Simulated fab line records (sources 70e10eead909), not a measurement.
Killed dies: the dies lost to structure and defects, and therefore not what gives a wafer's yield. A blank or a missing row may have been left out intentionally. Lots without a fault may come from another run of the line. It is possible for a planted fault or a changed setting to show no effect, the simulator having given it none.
fab line records | flow nandHarc
[record] lots = 9 wafers = 27 lastDay = 33
route steps=1302 shown A_CHANNEL_HOLE_D1@465 A_CHANNEL_FILL_D1@492 END@1301
lots that met no fault: from a run of the same line without faults
startH: start of the lot's first displayed wafer, in hours after the record's first day | waitH: hours elapsed since this lot's preceding step | " the same as in the row above | L1.1+2: a single row standing in for several wafers | - no value, or no start was given | * or withheld: withheld | < > ~ a bound
route shown NAME@n: a module of which the file shows steps, and the number in the route of the first | usual: average and standard deviation across the fault-free wafers | same: alike in all rows | chamber/n: place in a boat | sites: readings site by site | _std_site: the standard deviation of these | _edge_site: inner sites' mean taken away from outer sites' mean | radiusMm: for every site, how far away it sits from the centre of the wafer | mask NAME#n: copy n | behind: the tool/chamber that last shaped the wafer | hold: what put the lot on hold/how long, in hours/how the hold closed | device: the n, p or np transistor that did not switch | end of line: the tests these same wafers got at the end of their route | step lacking rows: just its recipe | killed: not the wafer's yield, but the dies lost to structure and defects at the first sort | map: a wafer's dies, marking killed ones x, the rest . and places with no die _
set.NAME: the setting that was run; set.NAME@STEP: the one run at that earlier step | model.NAME: the simulator's own value behind a step, which no gauge read
steps of the route over a sample of lots; a table a step, a row a wafer
services: when a tool's chamber went out of use (startH, in hours from the record's first day, below 0 if earlier), for how many hours, and the reason
[[steps]]
[step NHARC_A_CHANNEL_HOLE_D1_DESCUM_15]
[recipe] timeS = 3 o2FlowSccm = 200 arFlowSccm = 0 biasPowerW = 0 chemistry = O2
[usual] drypumpMotorCurrentA = 5.8/0.53 oesProductAu = 1.001/0.011 rfVppV = 57.6/0.88 showerheadPlenumPTorr = 1.88/0.068 throttleValvePct = 11.310/0.0088
// columns lot.wafer tool chamber startH waitH drypumpMotorCurrentA oesProductAu rfHoursCounterH rfVppV showerheadPlenumPTorr throttleValvePct
L910.3 rieDiel-07 0 188.61 0.1 5.4 1.001 1 56.2 1.81 11.305
L910.2 " 2 " " 6.4 0.989 6 57.6 1.87 11.312
L910.4 " 3 " " 5.2 1.014 4 57.9 1.87 11.306
L916.3 rieDiel-07 0 245.14 0.1 5.4 0.995 6 57.7 1.81 11.308
L916.1 " 3 " " 5.2 1.022 10 57.9 1.87 11.308
L916.6 " 1 " " 6.4 0.996 - 58.3 1.95 11.314
L918.2 rieDiel-07 2 268.06 0.1 6.3 0.987 14 57.1 1.87 11.312
L918.1 " 3 " " 5.2 1.019 12 57.6 1.87 11.323
L918.5 " 2 " " 6.4 0.985 - 57.9 1.87 11.312
L920.3 rieDiel-11 0 281.83 0.1 6.0 0.995 5 57.6 2.06 11.300
L920.6 " 3 " " 6.2 0.993 - 59.9 2.07 11.310
L920.5 " 0 " " 6.0 0.998 - 58.4 2.06 11.314
L919.3 rieDiel-07 3 282.82 0.1 5.2 1.024 14 57.1 1.87 11.320
L919.6 " 0 " " 5.4 0.989 - 57.6 1.81 11.319
L919.5 " 2 " " 6.4 0.981 - 57.5 1.87 11.307
L927.1 rieDiel-07 3 361.54 0.1 5.2 1.001 5 57.0 1.86 11.321
L927.6 " 0 " " 5.4 1.001 - 56.3 1.81 11.304
L927.5 " 1 " " 6.4 0.995 - 57.4 1.94 11.311
L930.4 rieDiel-07 0 388.43 0.1 5.4 1.005 8 58.6 1.80 11.296
L930.1 " 1 " " 6.4 0.992 8 56.9 1.94 11.302
L930.5 " 3 " " 5.2 0.994 - 57.8 1.86 11.318
L931.1 rieDiel-07 1 396.81 0.1 6.4 0.991 10 56.5 1.94 11.305
L931.4 " 1 " " 6.4 0.992 - 58.1 1.94 11.283
L931.3 " 2 " " 6.4 0.989 - 57.6 1.86 11.316
L932.2 rieDiel-07 3 413.79 0.1 5.2 1.003 9 58.5 1.86 11.315
L932.4 " 2 " " 6.4 0.995 12 57.4 1.86 11.319
L932.5 " 3 " " 5.2 0.998 - 58.0 1.86 11.298
[step NHARC_A_CHANNEL_HOLE_D1_ETCH_34]
[recipe] targetDepthA = 1540 timeS = 77 cf4FlowSccm = 100 chf3FlowSccm = 30 arFlowSccm = 0 rfW = 500 biasW = 200 chemistry = CF4/CHF3
[usual] drypumpMotorCurrentA = 5.8/0.53 oesProductAu = 0.945/0.024 rfVppV = 369.8/1.8 showerheadPlenumPTorr = 1.55/0.051 throttleValvePct = 16.803/0.0087
// columns lot.wafer tool chamber startH waitH drypumpMotorCurrentA oesProductAu rfHoursCounterH rfVppV showerheadPlenumPTorr throttleValvePct
L910.2 rieDiel-07 1 - - 6.4 0.928 6 371.8 1.60 16.818
L910.4 " 2 " " 6.4 0.908 6 369.9 1.54 16.808
L910.3 " 3 " " 5.2 0.937 4 369.5 1.54 16.810
L916.3 rieDiel-07 2 - - 6.3 0.911 11 370.3 1.54 16.797
L916.1 " 3 " " 5.2 0.949 10 369.7 1.54 16.815
L916.6 " 2 " " 6.3 0.912 - 371.5 1.54 16.809
L918.1 rieDiel-07 0 - - 5.4 0.960 8 368.7 1.49 16.800
L918.2 " 2 " " 6.4 0.915 14 371.1 1.54 16.815
L918.5 " 0 " " 5.5 0.956 - 367.0 1.49 16.806
L920.3 rieDiel-11 2 - - 5.3 0.973 8 369.4 1.53 16.793
L920.5 " 3 " " 6.2 0.940 - 373.9 1.70 16.812
L920.6 " 0 " " 6.0 0.957 - 374.4 1.68 16.804
L919.3 rieDiel-07 2 - - 6.3 0.905 16 369.9 1.54 16.803
L919.5 " 3 " " 5.2 0.943 - 369.0 1.54 16.808
L919.6 " 2 " " 6.3 0.904 - 369.1 1.54 16.797
L927.1 rieDiel-07 0 - - 5.4 0.970 6 368.0 1.49 16.809
L927.5 " 3 " " 5.2 0.965 - 368.0 1.54 16.797
L927.6 " 0 " " 5.5 0.958 - 367.5 1.49 16.808
L930.4 rieDiel-07 2 - - 6.3 0.917 8 368.7 1.54 16.802
L930.1 " 0 " " 5.4 0.936 8 367.8 1.49 16.806
L930.5 " 2 " " 6.4 0.926 - 370.3 1.54 16.803
L931.1 rieDiel-07 1 397.49 0.4 6.3 0.918 10 370.6 1.60 16.811
L931.4 " 2 " " 6.4 0.912 - 369.2 1.53 16.796
L931.3 " 1 " " 6.4 0.923 - 369.1 1.60 16.797
L932.2 rieDiel-07 0 - - 5.4 0.963 9 369.5 1.49 16.820
L932.4 " 1 " " 6.3 0.964 12 371.6 1.60 16.804
L932.5 " 1 " " 6.4 0.978 - 371.2 1.60 16.795
[step NHARC_A_CHANNEL_HOLE_D1_ETCH_24]
[recipe] biasV = 5000 sourceW = withheld pressureMtorr = 20 timeS = 906.2 arFlowSccm = 375 c4f8FlowSccm = 93.8 o2FlowSccm = 31.2 tempC = -20 targetDepthA = 15000 chemistry = C4F8/O2/Ar
[usual] drypumpMotorCurrentA = 5.4/0.61 showerheadPlenumPTorr = 3.68/0.065 throttleValvePct = 32.236/0.0089
// columns lot.wafer tool chamber startH waitH drypumpMotorCurrentA rfHoursCounterH showerheadPlenumPTorr throttleValvePct
L910.2 harEtch-01 0 192.05 0.6 4.7 90 3.72 32.238
L910.3 " 1 " " 5.4 - 3.72 32.236
L910.4 " 0 " " 4.7 - 3.72 32.262
L916.1 harEtch-02 0 248.60 0.6 6.4 331 3.60 32.229
L916.3 " 1 " " 5.2 - 3.74 32.233
L916.6 " 1 " " 5.2 - 3.74 32.225
L918.1 harEtch-01 0 280.11 0.6 4.7 144 3.70 32.224
L918.2 " 1 " " 5.5 144 3.70 32.225
L918.5 " 1 " " 5.5 - 3.70 32.226
L920.3 harEtch-01 0 285.72 0.6 4.7 - 3.69 32.249
L920.5 " 0 " " 4.7 - 3.69 32.236
L920.6 " 1 " " 5.5 - 3.69 32.251
L919.3 harEtch-01 1 290.02 0.6 5.4 - 3.69 32.237
L919.6 " 0 " " 4.7 - 3.69 32.240
L919.5 " 1 " " 5.4 - 3.69 32.224
L927.1 harEtch-02 0 366.87 0.6 6.4 407 3.56 32.229
L927.6 " 0 " " 6.4 - 3.56 32.228
L927.5 " 1 " " 5.2 - 3.71 32.254
L930.1 harEtch-01 0 396.87 0.6 4.7 220 3.65 32.234
L930.4 " 0 " " 4.7 - 3.65 32.230
L930.5 " 1 " " 5.5 - 3.65 32.253
L931.1 harEtch-02 0 401.67 0.6 6.3 6 3.92 32.225
L931.3 " 1 " " 5.2 - 3.71 32.222
L931.4 " 0 " " 6.3 - 3.92 32.237
L932.2 harEtch-01 1 419.20 0.6 5.4 231 3.65 32.238
L932.4 " 1 " " 5.4 - 3.65 32.228
L932.5 " 1 " " 5.4 - 3.65 32.234
[step NHARC_A_CHANNEL_FILL_D1_ALD_02]
[recipe] targetThkA = 60 pulseTimeS = 10 aldCycles = 60 tempC = 300 material = SiO2
[usual] aldCycles = 60/0 heaterPowerW = 452/38 precursorPulseHeightRel = 0.997/0.02
// columns lot.wafer tool chamber startH waitH aldCycles heaterPowerW precursorPulseHeightRel
L910.3 aldHk-04 0 195.85 - 60 498 0.981
L910.4 " 2 " " 60 440 0.975
L910.2 " 3 " " 60 448 1.007
L916.1 aldHk-04 2 252.40 - 60 441 1.004
L916.3 " 3 " " 60 467 0.999
L916.6 " 0 " " 60 503 0.983
L918.2 aldHk-01 2 284.08 - 60 415 1.009
L918.1 " 3 " " 60 411 0.993
L918.5 " 3 " " 60 412 1.017
L920.3 aldHk-04 2 290.00 - 72 451 0.973
L920.6 " 1 " " 72 395 0.999
L920.5 " 2 " " 72 450 1.000
L919.3 aldHk-04 3 293.42 - 72 428 0.991
L919.6 " 3 " " 72 444 0.998
L919.5 " 0 " " 72 513 0.988
L927.1 aldHk-03 1 370.70 - 60 523 1.034
L927.5 " 0 " " 60 459 0.995
L927.6 " 1 " " 60 512 1.013
L930.1 aldHk-03 0 400.92 - 60 449 1.010
L930.4 " 2 " " 60 449 0.990
L930.5 " 1 " " 60 506 0.988
L931.1 aldHk-04 0 405.53 - 60 503 0.979
L931.4 " 1 " " 60 387 1.005
L931.3 " 2 " " 60 458 1.002
L932.2 aldHk-01 0 422.93 - 60 495 1.015
L932.4 " 1 " " 60 424 0.987
L932.5 " 0 " " 60 519 0.992
[step NHARC_END_WLT_00]
[usual] VT_DECK1_BOTTOM = 0.872/0.0063 VT_DECK1_BOTTOM_INNER = 0.872/0.0067 VT_DECK1_MEDIAN_NEAR_BOTTOM = 0.873/0.0066 VT_DECK1_MEDIAN_NEAR_BOTTOM_INNER = 0.873/0.0062 VT_DECK1_MIDDLE = 0.884/0.0063 VT_DECK1_MIDDLE_INNER = 0.885/0.0063 VT_DECK1_TOP = 0.896/0.0066 VT_DECK1_TOP_INNER = 0.896/0.0059 VT_DECK2_BOTTOM = 0.868/0.0069 VT_DECK2_BOTTOM_INNER = 0.868/0.0064 VT_DECK2_MEDIAN_NEAR_BOTTOM = 0.869/0.0071 VT_DECK2_MEDIAN_NEAR_BOTTOM_INNER = 0.868/0.007 VT_DECK2_MIDDLE = 0.881/0.0065 VT_DECK2_MIDDLE_INNER = 0.881/0.0066 VT_DECK2_TOP = 0.893/0.0067 VT_DECK2_TOP_INNER = 0.893/0.0067
// columns lot.wafer tool chamber startH waitH VT_DECK1_BOTTOM VT_DECK1_BOTTOM_INNER VT_DECK1_MEDIAN_NEAR_BOTTOM VT_DECK1_MEDIAN_NEAR_BOTTOM_INNER VT_DECK1_MIDDLE VT_DECK1_MIDDLE_INNER VT_DECK1_TOP VT_DECK1_TOP_INNER VT_DECK2_BOTTOM VT_DECK2_BOTTOM_INNER VT_DECK2_MEDIAN_NEAR_BOTTOM VT_DECK2_MEDIAN_NEAR_BOTTOM_INNER VT_DECK2_MIDDLE VT_DECK2_MIDDLE_INNER VT_DECK2_TOP VT_DECK2_TOP_INNER
L910.2 prober-02 - 574.36 1.8 0.861 0.876 0.872 0.870 0.881 0.869 0.892 0.889 0.881 0.875 0.878 0.868 0.873 0.889 0.886 0.885
L910.3 " - " " 0.861 0.863 0.864 0.870 0.878 0.879 0.880 0.890 0.855 0.867 0.867 0.860 0.874 0.875 0.898 0.892
L910.4 " - " " 0.866 0.863 0.873 0.871 0.878 0.868 0.888 0.894 0.863 0.856 0.862 0.856 0.876 0.875 0.898 0.895
L916.1 prober-02 - 618.19 0.1 0.872 0.884 0.873 0.872 0.892 0.889 0.903 0.900 0.865 0.863 0.867 0.868 0.877 0.876 0.893 0.892
L916.3 " - 619.20 1.1 0.872 0.871 0.872 0.872 0.884 0.881 0.897 0.894 0.867 0.867 0.862 0.874 0.876 0.881 0.893 0.891
L916.6 " - 620.70 2.6 0.870 0.866 0.869 0.870 0.882 0.889 0.896 0.893 0.873 0.872 0.867 0.869 0.881 0.884 0.893 0.892
L919.3 prober-02 - 652.59 1.1 0.893 0.894 0.890 0.886 0.909 0.907 0.926 0.925 0.861 0.873 0.865 0.859 0.871 0.876 0.896 0.891
L919.5 " - 653.59 2.0 0.889 0.893 0.903 0.892 0.911 0.909 0.918 0.920 0.868 0.861 0.863 0.861 0.884 0.881 0.895 0.894
L919.6 " - " " 0.899 0.891 0.902 0.901 0.917 0.921 0.927 0.922 0.872 0.875 0.872 0.871 0.880 0.887 0.902 0.892
L918.1 prober-01 - 659.30 0.1 0.877 0.870 0.865 0.874 0.872 0.885 0.888 0.894 0.867 0.869 0.864 0.873 0.875 0.894 0.902 0.895
L918.2 " - " " 0.870 0.879 0.875 0.881 0.882 0.881 0.898 0.900 0.875 0.871 0.883 0.871 0.885 0.887 0.900 0.892
L918.5 " - 661.31 2.1 0.876 0.873 0.873 0.874 0.881 0.887 0.892 0.886 0.867 0.867 0.875 0.875 0.886 0.894 0.904 0.897
L920.3 prober-02 - 669.20 1.1 0.888 0.884 0.886 0.886 0.907 0.901 0.906 0.912 0.861 0.854 0.859 0.861 0.862 0.869 0.892 0.892
L920.5 " - 670.21 2.1 0.882 0.890 0.887 0.883 0.892 0.891 0.908 0.914 0.871 0.862 0.867 0.865 0.879 0.881 0.893 0.892
L920.6 " - " " 0.883 0.884 0.877 0.880 0.894 0.903 0.911 0.914 0.866 0.868 0.867 0.863 0.879 0.882 0.889 0.889
L927.1 prober-01 - 745.13 3.9 0.873 0.880 0.878 0.881 0.897 0.891 0.902 0.902 0.877 0.870 0.869 0.864 0.884 0.880 0.895 0.895
L927.5 " - 747.13 5.9 0.871 0.884 0.877 0.872 0.889 0.891 0.909 0.898 0.868 0.867 0.873 0.868 0.887 0.890 0.901 0.898
L927.6 " - " " 0.874 0.876 0.872 0.869 0.886 0.898 0.903 0.901 0.874 0.866 0.877 0.885 0.881 0.886 0.899 0.898
L930.1 prober-02 - 779.72 0.1 0.870 0.878 0.878 0.879 0.889 0.889 0.897 0.900 0.875 0.865 0.863 0.863 0.890 0.885 0.897 0.905
L930.4 " - 781.24 1.6 0.875 0.874 0.874 0.879 0.887 0.888 0.903 0.899 0.866 0.867 0.871 0.875 0.883 0.883 0.898 0.897
L930.5 " - " " 0.874 0.872 0.876 0.879 0.880 0.884 0.901 0.899 0.868 0.878 0.878 0.874 0.891 0.890 0.895 0.894
L931.1 prober-01 - 779.73 0.0 0.860 0.858 0.866 0.858 0.884 0.879 0.883 0.889 0.867 0.869 0.874 0.874 0.874 0.879 0.895 0.894
L931.3 " - 780.73 1.0 0.868 0.873 0.865 0.872 0.880 0.885 0.889 0.888 0.873 0.871 0.867 0.874 0.887 0.881 0.898 0.891
L931.4 " - " " 0.869 0.863 0.874 0.871 0.887 0.875 0.890 0.895 0.875 0.867 0.871 0.865 0.883 0.874 0.897 0.898
L932.2 prober-01 - 795.74 0.5 0.875 0.877 0.886 0.884 0.890 0.899 0.905 0.906 0.859 0.857 0.855 0.860 0.874 0.868 0.884 0.885
L932.4 " - " " 0.892 0.879 0.885 0.887 0.886 0.894 0.914 0.907 0.855 0.856 0.861 0.868 0.876 0.870 0.886 0.894
L932.5 " - " " 0.882 0.879 0.894 0.886 0.901 0.895 0.908 0.911 0.864 0.856 0.862 0.862 0.878 0.872 0.886 0.887
[[services]]
// columns tool chamber startH hours kind
rieDiel-07 0 176.35 - clean
rieDiel-07 1 176.35 - clean
rieDiel-07 1 191.67 3.2 repair
rieDiel-07 - 211.41 0.9 repair
aldHk-03 - 212.69 10.0 pm
harEtch-01 - 240.63 3.7 repair
aldHk-01 - 251.76 0.4 repair
aldHk-04 - 254.95 10.0 pm
rieDiel-11 - 255.59 9.0 pm
rieDiel-07 1 257.86 26.7 repair
rieDiel-11 3 270.66 5.1 repair
rieDiel-07 - 295.23 9.0 pm
aldHk-01 - 303.25 10.0 pm
harEtch-02 - 320.03 0.0 repair
rieDiel-11 0 335.93 9.7 repair
aldHk-01 - 361.96 0.6 repair
harEtch-02 - 378.25 17.0 pm
aldHk-03 - 390.69 10.0 pm
rieDiel-07 0 393.05 6.1 repair
rieDiel-07 3 394.05 3.6 repair
rieDiel-07 3 403.06 3.0 repair
rieDiel-11 1 406.30 4.6 repair
rieDiel-07 - 409.96 0.6 repair
rieDiel-11 0 412.92 1.2 repair
[[key]]
[firstSign] step = NHARC_A_CHANNEL_FILL_D1_ALD_02 reading = aldCycles direction = up sigmas = 99+ usual = 60 struck = 72
[effect] step = NHARC_END_WLT_00 reading = VT_DECK1_TOP_INNER direction = up sigmas = 3.7 usual = 0.896 struck = 0.918
metAt NHARC_A_CHANNEL_FILL_D1_ALD_02
struckLots L919,L920
testerLeftOut L919,L920
notActingAt NHARC_A_CHANNEL_HOLE_D1_DESCUM_15,NHARC_A_CHANNEL_HOLE_D1_ETCH_34,NHARC_A_CHANNEL_HOLE_D1_ETCH_24
onsetBetween 252.40 290.00
[fault] kind = processParameterDrift tool = aldHk-04 chamber = - onsetH = 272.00 steps = NHARC_A_CHANNEL_FILL_D1_ALD_02 channel = aldCycles offset = 12 shape = step endH = 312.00 actsIn = theseRecipesOnly stated = 60
// testerLeftOut: of these lots the tester's yield and bins aren't shown, on N5 and GAA mostly nor the transistor test; their killed dies are dies lost to structure and defects alone, not to doping, threshold or leakage, so they don't give the yield
